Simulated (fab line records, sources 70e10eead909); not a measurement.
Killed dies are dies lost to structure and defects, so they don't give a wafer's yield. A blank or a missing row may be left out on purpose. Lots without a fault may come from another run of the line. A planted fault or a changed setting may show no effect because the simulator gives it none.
Which tool did it? | flow nand_harc | 6 lots, 17 wafers sampled, at 4 steps of a route of 1159

WHAT THE GAUGES READ, wafer by wafer
NHARC_END_SORT_01.
lot  | measured     | on        | sort_bin_3_pct (%)
L678 | day 21 05:08 | prober-01 | 0.30 0.15
L685 | day 23 05:50 | prober-01 | 0.30 0.30 0.30
L689 | day 24 14:02 | prober-02 | 0.74 0.30 0.44

WHICH TOOL RAN EACH LOT (tool, then ch and the chambers of the sampled wafers, then the start)
lot  | NHARC_THIN_TSV_PRE_CLEAN_50             | NHARC_THIN_TSV_ECD_20          | NHARC_THIN_TSV_CMP_21
L671 | pvd_sputter-02, day 19 06:14 or earlier | ecd_cu-02 ch 0,1, day 19 06:14 | cmp-04 ch 0,1,2, day 19 07:12
L678 | pvd_sputter-01, day 20 07:37 or earlier | ecd_cu-01 ch 0,1, day 20 07:37 | cmp-03 ch 0,3, day 20 08:30
L685 | pvd_sputter-02, day 22 16:07 or earlier | ecd_cu-02 ch 0,1, day 22 16:07 | cmp-04 ch 0,1, day 22 16:53
L689 | pvd_sputter-03, day 24 00:56 or earlier | ecd_cu-01 ch 0,1, day 24 00:56 | cmp-03 ch 0,2, day 24 01:56
L691 | pvd_sputter-01, day 24 03:13 or earlier | ecd_cu-01 ch 0, day 24 03:13   | cmp-01 ch 0,1,3, day 24 04:22
L693 | pvd_sputter-01, day 24 10:05 or earlier | ecd_cu-02 ch 0,1, day 24 10:05 | cmp-04 ch 1,2,3, day 24 11:11
- NHARC_THIN_TSV_PRE_CLEAN_50: time 30 s.
- NHARC_THIN_TSV_ECD_20: material Cu, target thk 2000 nm.
- NHARC_THIN_TSV_CMP_21: polishes, t overpolish 30 s, target thk 2000 nm.

THE ANSWER, worked out from the rows above alone
Rule: what is usual is taken from the lots themselves. Put in order of their means at a reading, lots are off if they are a third of the lots or fewer, leave a main group of 4 or more, and stand apart from it by a gap of 3 or more times the standard deviation of the main group's means; of several such gaps the widest counts. A main group whose means are all the same, to the digits that the tables above print for the reading, isn't used. A lot without any number at a reading at which 4 lots or more have one is off too. The other lots that the step has rows for count as sound.
No lot is off at any reading shown: from this, nothing can be told.

WHAT THE SIMULATOR HAD PUT IN
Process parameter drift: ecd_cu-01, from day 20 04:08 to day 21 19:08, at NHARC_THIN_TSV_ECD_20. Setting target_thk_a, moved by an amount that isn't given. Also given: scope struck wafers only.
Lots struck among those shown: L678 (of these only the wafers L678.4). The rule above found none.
